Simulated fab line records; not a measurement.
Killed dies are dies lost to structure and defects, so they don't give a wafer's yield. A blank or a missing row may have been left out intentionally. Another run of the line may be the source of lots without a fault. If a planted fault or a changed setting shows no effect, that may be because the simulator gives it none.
fab line records    flow nand_harc
record: lots: 6  wafers: 18  last_day: 32
route steps=1302 shown A_BLC@1130 A_M0@1137 END@1302
lots that met no fault: from a run of the same line without faults
start_h: the number of hours between the record's first day and the start of the first shown wafer of the lot    wait_h: how many hours have passed since the lot's step before this one    " repeats the value in the row above    L1.1+2: several wafers, shown together as one row    - no value, or no start given    * or withheld: withheld    < > ~ a bound
route shown NAME@n: names a module that has steps shown in the file, with the first one's number in the route    usual: average and standard deviation across the fault-free wafers    same: alike in all rows    chamber/n: place in a boat    sites: each site's reading    _std_site: standard deviation of those values    _edge_site: inner sites' mean taken away from outer sites' mean    radius_mm: how far each site lies from the wafer's centre    mask NAME#n: copy n    behind: the tool/chamber that last shaped the wafer    hold: why the lot was held/for how many hours/how that ended    device: whichever transistor did not switch (one of n, p or np)    end of line: the route-end tests of the same wafers    a step without rows: its recipe alone    killed: not the wafer's yield, but the dies lost to structure and defects at the first sort    map: the dies of a wafer, with x for killed, . for not killed, _ for no die there
set.NAME: the setting the step ran with; set.NAME@STEP: the setting that earlier step ran with    model.NAME: the simulator's own value behind a step, which no gauge read
lots seen at some steps along the route; tables by step, rows by wafer
services: when a tool's chamber went out of use (start_h, in hours from the record's first day, below 0 if earlier), for how many hours, and the reason
== steps ==
step: NHARC_A_BLC_PVD_32
recipe: target_thk_a: 50  chamber_pressure_pa: 5  power_w: 5000  substrate_temp_c: 200  time_s: 17.7  material: Ti
usual: throttle_valve_pct: 30.3/0.83
lot.wafer  tool            chamber  start_h  wait_h  throttle_valve_pct
L487.3     pvd_sputter-03  -        -        -       30.5
L487.1     "               -        "        "       30.9
L487.6     "               -        "        "       31.7
L494.3     pvd_sputter-02  -        -        -       31.1
L494.2     "               -        "        "       30.1
L494.5     "               -        "        "       31.0
L497.2     pvd_sputter-03  -        -        -       30.8
L497.3     "               -        "        "       31.8
L497.6     "               -        "        "       30.7
L499.1     pvd_sputter-03  -        -        -       31.1
L499.3     "               -        "        "       31.5
L499.2     "               -        "        "       30.6
L501.2     pvd_sputter-02  -        -        -       29.6
L501.3     "               -        "        "       30.0
L501.6     "               -        "        "       31.3
L504.4     pvd_sputter-03  -        -        -       30.0
L504.3     "               -        "        "       29.9
L504.1     "               -        "        "       31.6
step: NHARC_A_BLC_ALD_23
recipe: target_thk_a: 30  pulse_time_s: 1  ald_cycles: 150  temp_c: 450  material: TiN
usual: heater_power_w: 1077/74  precursor_pulse_height_rel: 1.000/0.021
lot.wafer  tool          chamber  start_h  wait_h  heater_power_w  precursor_pulse_height_rel
L487.1     ald_metal-02  0        574.92   -       1111            0.992
L487.3     "             1        "        "       943             1.031
L487.6     "             0        "        "       1133            1.059
L494.2     ald_metal-01  1        659.89   -       986             0.998
L494.3     "             3        "        "       1091            0.979
L494.5     "             0        "        "       1130            0.969
L497.3     ald_metal-01  1        675.97   -       977             0.995
L497.2     "             2        "        "       1072            1.036
L497.6     "             1        "        "       972             0.983
L499.1     ald_metal-04  1        694.91   -       989             1.012
L499.2     "             3        "        "       1256            0.996
L499.3     "             0        "        "       1051            1.003
L501.3     ald_metal-04  2        722.49   -       1079            1.005
L501.2     "             3        "        "       1237            0.973
L501.6     "             1        "        "       976             0.974
L504.3     ald_metal-01  2        730.59   -       1030            0.988
L504.4     "             3        "        "       1148            0.987
L504.1     "             0        "        "       1069            1.004
step: NHARC_A_BLC_CVD_24
recipe: target_thk_a: 1500  temp_c: 300  pressure_torr: 40  wf6_flow_sccm: 40  h2_flow_sccm: 1600  ar_flow_sccm: 1560  time_s: 434  material: W
usual: chamber_pressure_Torr: 40.00/0.084  heater_power_w: 487/35  throttle_valve_pct: 7.95/0.26
lot.wafer  tool      chamber  start_h  wait_h  chamber_pressure_Torr  heater_power_w  throttle_valve_pct
L487.1     cvd_w-02  1        -        -       40.01                  519             8.16
L487.3     "         1        "        "       39.83                  522             7.84
L487.6     "         1        "        "       40.04                  522             7.92
L494.2     cvd_w-01  1        -        -       39.96                  435             7.77
L494.3     "         1        "        "       39.96                  433             7.80
L494.5     "         1        "        "       40.06                  440             7.89
L497.2     cvd_w-02  1        -        -       39.93                  512             7.65
L497.3     "         1        "        "       39.95                  516             7.62
L497.6     "         1        "        "       40.03                  541             7.90
L499.1     cvd_w-02  0        -        -       39.99                  506             8.09
L499.2     "         1        "        "       39.93                  522             7.95
L499.3     "         0        "        "       40.10                  487             8.26
L501.2     cvd_w-02  1        -        -       39.91                  516             7.71
L501.3     "         1        "        "       39.75                  536             7.75
L501.6     "         1        "        "       39.91                  526             7.86
L504.1     cvd_w-02  1        -        -       39.97                  528             7.81
L504.4     "         0        "        "       39.96                  513             8.21
L504.3     "         1        "        "       39.96                  526             7.91
step: NHARC_A_BLC_CMP_25
recipe: t_overpolish_s: 30  target_thk_nm: 150
usual: motor_current_A: 11.7/1.2  overpolish_run_s: 29.998/0.011  pad_life_wafers: 172/110  slurry_flow_ml_min: 150.0/0.47  time_to_endpoint_s: 28.8/1.6
same: t_overpolish_s: 30
lot.wafer  tool    chamber  start_h  wait_h  motor_current_A  overpolish_run_s  pad_life_wafers  slurry_flow_ml_min  time_to_endpoint_s
L487.1     cmp-03  1        575.66   0.4     13.1             29.999            73               149.9               28.6
L487.3     "       3        "        "       13.0             30.000            75               150.1               29.9
L487.6     "       0        "        "       11.2             30.000            -                150.8               29.7
L494.2     cmp-04  3        660.63   0.5     11.7             30.004            235              150.1               29.6
L494.3     "       1        "        "       10.3             30.025            237              150.7               30.0
L494.5     "       2        "        "       13.9             30.017            -                150.9               25.9
L497.2     cmp-02  0        676.73   0.5     12.7             30.011            217              149.8               30.8
L497.3     "       2        "        "       11.5             29.988            219              150.5               28.7
L497.6     "       3        "        "       10.4             29.995            -                150.9               32.3
L499.2     cmp-04  1        695.64   0.4     10.8             30.008            366              150.0               26.0
L499.1     "       2        "        "       13.8             29.998            367              150.1               26.7
L499.3     "       0        "        "       9.9              29.992            369              149.5               30.3
L501.3     cmp-04  1        723.19   0.3     10.4             30.002            66               150.1               28.1
L501.2     "       3        "        "       12.0             30.009            68               150.6               28.3
L501.6     "       1        "        "       10.7             29.999            -                150.0               28.4
L504.4     cmp-02  1        731.34   0.3     10.8             30.012            19               150.1               29.5
L504.1     "       2        "        "       11.4             29.979            20               150.4               27.5
L504.3     "       3        "        "       10.8             30.009            21               150.1               27.7
step: NHARC_A_BLC_SRD_27
step: NHARC_A_BLC_INSPECT_28
usual: raw_defect_count: 519/150
lot.wafer  tool               chamber  start_h  wait_h  raw_defect_count
L487.1     defect_inspect-01  -        576.03   0.1     414
L487.3     "                  -        "        "       436
L487.6     "                  -        "        "       447
L494.2     defect_inspect-02  -        661.00   0.1     461
L494.3     "                  -        "        "       386
L494.5     "                  -        "        "       429
L497.2     defect_inspect-01  -        677.11   0.1     562
L497.3     "                  -        "        "       619
L497.6     "                  -        "        "       461
L499.1     defect_inspect-01  -        696.04   0.1     535
L499.2     "                  -        "        "       404
L499.3     "                  -        "        "       493
L501.2     defect_inspect-01  -        723.60   0.1     490
L501.3     "                  -        "        "       733
L501.6     "                  -        "        "       569
L504.1     defect_inspect-02  -        731.72   0.1     406
L504.3     "                  -        "        "       414
L504.4     "                  -        "        "       478
step: NHARC_A_M0_DEP_00
recipe: target_thk_a: 1500  target_thk_nm: 150  temp_c: withheld  pressure_torr: 5  flow_sccm: 200  rf_w: 600  material: SiOC
step: NHARC_A_M0_DEHYDRATE_01
recipe: temp_c: 150  time_s: 120
step: NHARC_A_M0_HMDS_02
recipe: time_s: 30
step: NHARC_A_M0_COAT_33
recipe: temp_c: 200  time_s: 65
step: NHARC_A_M0_COAT_03
recipe: spin_rpm: 1500  resist_thk_nm: 90
step: NHARC_A_M0_SOFTBAKE_04
recipe: temp_c: 105  time_s: 55
usual: heater_power_total_W: 188.44/0.13
lot.wafer  tool            chamber  start_h  wait_h  heater_power_total_W
L487.1     litho_track-06  0        576      -       188.46
L487.3     "               0        "        "       188.71
L487.6     "               0        "        "       188.66
L494.2     litho_track-06  0        661      -       185.81
L494.3     "               0        "        "       185.99
L494.5     "               0        "        "       185.95
L497.2     litho_track-06  0        677      -       185.94
L497.3     "               0        "        "       185.97
L497.6     "               0        "        "       186.01
L499.1     litho_track-01  0        696      -       188.32
L499.2     "               0        "        "       188.78
L499.3     "               0        "        "       188.40
L501.2     litho_track-04  0        724      -       188.43
L501.3     "               0        "        "       188.32
L501.6     "               0        "        "       188.26
L504.1     litho_track-01  0        732      -       188.43
L504.3     "               0        "        "       188.35
L504.4     "               0        "        "       188.53
step: NHARC_A_M0_EBR_05
step: NHARC_END_SORT_01
recipe: temp_c: 25
usual: defect_limited_yield: 91.9/2.2  killed_at_array: 50/14  killed_at_other: 0.9/1  killed_at_periphery: 3.9/2.5  killed_dies: 55/15  killed_open: 3.5/1.9  killed_short: 2.5/1.7  sort_bin_2_pct: 3.0/1.1  sort_bin_3_pct: 0.6/0.33  sort_bin_4_pct: 4.6/1.1  sort_n_pass: 622/15  sort_rim_yield_pct: 90/3.8  sort_yield_pct: 91.9/2.2
same: gross_dies: 677  sort_bin_5_pct[%]: 0  sort_bin_6_pct[%]: 0  sort_bin_7_pct[%]: 0  sort_bin_8_pct[%]: 0  sort_rim_n_gross: 106.00
lot.wafer  tool       chamber  start_h  wait_h  defect_limited_yield[%]  killed_at_array  killed_at_other  killed_at_periphery  killed_dies  killed_open  killed_short  sort_bin_2_pct[%]  sort_bin_3_pct[%]  sort_bin_4_pct[%]  sort_n_pass  sort_rim_yield_pct[%]  sort_yield_pct[%]
L487.1     prober-02  0        616.68   2.5     89.8                     61               1                7                    69           2            4             3.5                1.0                5.6                608          92                     89.8
L487.3     prober-02  0        618.26   3.1     90.0                     63               2                3                    68           4            6             3.4                1.0                5.6                609          86                     90.0
L487.6     prober-02  0        620.62   3.9     90.1                     65               1                1                    67           3            3             4.1                1.2                4.6                610          91                     90.1
L497.2     prober-01  0        719.44   2.8     91.0                     52               2                7                    61           6            4             2.7                1.0                5.3                616          90                     91.0
L497.3     prober-01  0        720.24   3.1     87.1                     73               2                12                   87           7            3             4.7                0.7                7.4                590          88                     87.1
L497.6     prober-01  0        722.63   4.0     88.9                     68               4                3                    75           4            4             4.0                0.9                6.2                602          89                     88.9
L499.1     prober-02  0        736.70   2.5     92.9                     42               1                5                    48           4            2             2.4                0.4                4.3                629          92                     92.9
L499.2     prober-02  0        737.49   2.8     94.8                     31               1                3                    35           3            2             1.5                0.1                3.5                642          88                     94.8
L499.3     prober-02  0        738.29   3.1     94.1                     33               2                5                    40           4            5             2.1                0.3                3.5                637          92                     94.1
killed by level:class
L487.1 A_CHANNEL_HOLE_D2:chamber_film_flake=26 A_SLIT:chamber_film_flake=22 A_CHANNEL_HOLE_D1:chamber_film_flake=4 A_STAIRCASE:chamber_film_flake=3 A_CONTACT:chamber_film_flake=3 P_BONDPAD:chamber_film_flake=2 P_GATE:geometric_particle:open=1 P_GATE:geometric_particle:short=1
L487.3 A_SLIT:chamber_film_flake=25 A_CHANNEL_HOLE_D2:chamber_film_flake=18 A_STAIRCASE:chamber_film_flake=5 A_CHANNEL_HOLE_D1:chamber_film_flake=4 A_ONON_D2:geometric_particle:short=2 A_CHANNEL_FILL_D2:geometric_particle:open=2 P_BONDPAD:chamber_film_flake=2 A_CONTACT:chamber_film_flake=2
L487.6 A_CHANNEL_HOLE_D2:chamber_film_flake=32 A_SLIT:chamber_film_flake=22 A_CONTACT:chamber_film_flake=3 A_ONON_D1:geometric_particle:open=2 A_DECK1_JOINT:geometric_particle:short=2 A_ONON_D2:geometric_particle:short=1 A_BLC:geometric_particle:open=1 P_BONDPAD:chamber_film_flake=1
L497.2 A_SLIT:chamber_film_flake=18 A_CHANNEL_HOLE_D2:chamber_film_flake=13 A_CHANNEL_HOLE_D1:chamber_film_flake=5 P_STI:chamber_film_flake=3 A_CONTACT:chamber_film_flake=3 A_ONON_D1:geometric_particle:open=2 A_CHANNEL_FILL_D2:chamber_film_flake=2 THIN_TSV:chamber_film_flake=2
L497.3 A_SLIT:chamber_film_flake=26 A_CHANNEL_HOLE_D2:chamber_film_flake=19 A_CHANNEL_HOLE_D1:chamber_film_flake=5 P_ZERO_WELL:chamber_film_flake=4 A_STAIRCASE:chamber_film_flake=4 A_ONON_D1:geometric_particle:open=3 P_GATE:chamber_film_flake=3 A_WL_FILL:chamber_film_flake=3
L497.6 A_SLIT:chamber_film_flake=26 A_CHANNEL_HOLE_D2:chamber_film_flake=12 A_CHANNEL_HOLE_D1:chamber_film_flake=7 A_CONTACT:chamber_film_flake=6 A_STAIRCASE:chamber_film_flake=5 A_BONDPAD:chamber_film_flake=4 THIN_TSV:chamber_film_flake=4 A_CHANNEL_FILL_D2:chamber_film_flake=2
L499.1 A_CHANNEL_HOLE_D1:chamber_film_flake=26 P_CONTACT:chamber_film_flake=4 A_SLIT:chamber_film_flake=4 A_WL_FILL:chamber_film_flake=3 A_CHANNEL_HOLE_D2:geometric_particle:short=2 A_CONTACT:chamber_film_flake=2 A_ONON_D2:geometric_particle:open=1 A_CHANNEL_FILL_D2:geometric_particle:open=1
L499.2 A_CHANNEL_HOLE_D1:chamber_film_flake=15 A_STAIRCASE:chamber_film_flake=5 A_SLIT:chamber_film_flake=4 A_SOURCE_PLATE:geometric_particle:short=1 A_DECK1_JOINT:geometric_particle:short=1 A_CHANNEL_HOLE_D2:geometric_particle:open=1 A_CONTACT:geometric_particle:open=1 A_M0:geometric_particle:open=1
L499.3 A_CHANNEL_HOLE_D1:chamber_film_flake=18 A_STAIRCASE:chamber_film_flake=4 A_CHANNEL_FILL_D1:geometric_particle:short=2 A_CONTACT:geometric_particle:open=2 P_GATE:chamber_film_flake=2 A_SLIT:chamber_film_flake=2 A_WL_FILL:chamber_film_flake=2 THIN_TSV:chamber_film_flake=2
== services ==
tool            chamber  start_h  hours  kind
cmp-02          -        562.73   0.3    repair
cmp-04          -        572.98   3.3    repair
ald_metal-01    1        581.79   15.0   repair
ald_metal-01    -        597.11   0.3    repair
cmp-02          -        599.91   0.4    repair
cmp-04          -        602.20   4.0    pm
cmp-02          -        624.80   4.0    pm
pvd_sputter-03  -        630.29   4.4    repair
cvd_w-02        -        631.41   13.0   pm
cmp-04          -        633.15   1.5    repair
pvd_sputter-02  -        638.00   10.0   pm
cmp-02          -        645.23   2.2    repair
ald_metal-04    -        652.00   10.0   pm
cmp-04          -        656.95   2.4    repair
pvd_sputter-03  -        664.98   0.9    repair
litho_track-01  -        680.00   7.0    pm
cmp-04          -        688.13   1.1    repair
ald_metal-01    3        689.29   9.7    repair
ald_metal-01    -        696.14   0.5    repair
cmp-04          -        700.20   4.0    pm
ald_metal-01    -        704.00   10.0   pm
litho_track-06  -        704.00   7.0    pm
pvd_sputter-03  -        704.63   10.0   pm
cvd_w-02        -        707.92   0.6    repair
== key ==
first_sign: step: NHARC_A_M0_SOFTBAKE_04  reading: heater_power_total_W  direction: down  sigmas: 19  usual: *  struck: *
effect none on later readings
met_at NHARC_A_M0_SOFTBAKE_04
struck_wafers L494.2,L494.3,L494.5,L497.2,L497.3,L497.6
onset_between 576 661
fault: kind: process_parameter_drift  tool: litho_track-06  chamber: -  onset_h: 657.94  steps: NHARC_A_M0_SOFTBAKE_04  channel: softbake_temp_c  offset: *  shape: step  end_h: 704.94  acts_in: *  stated: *
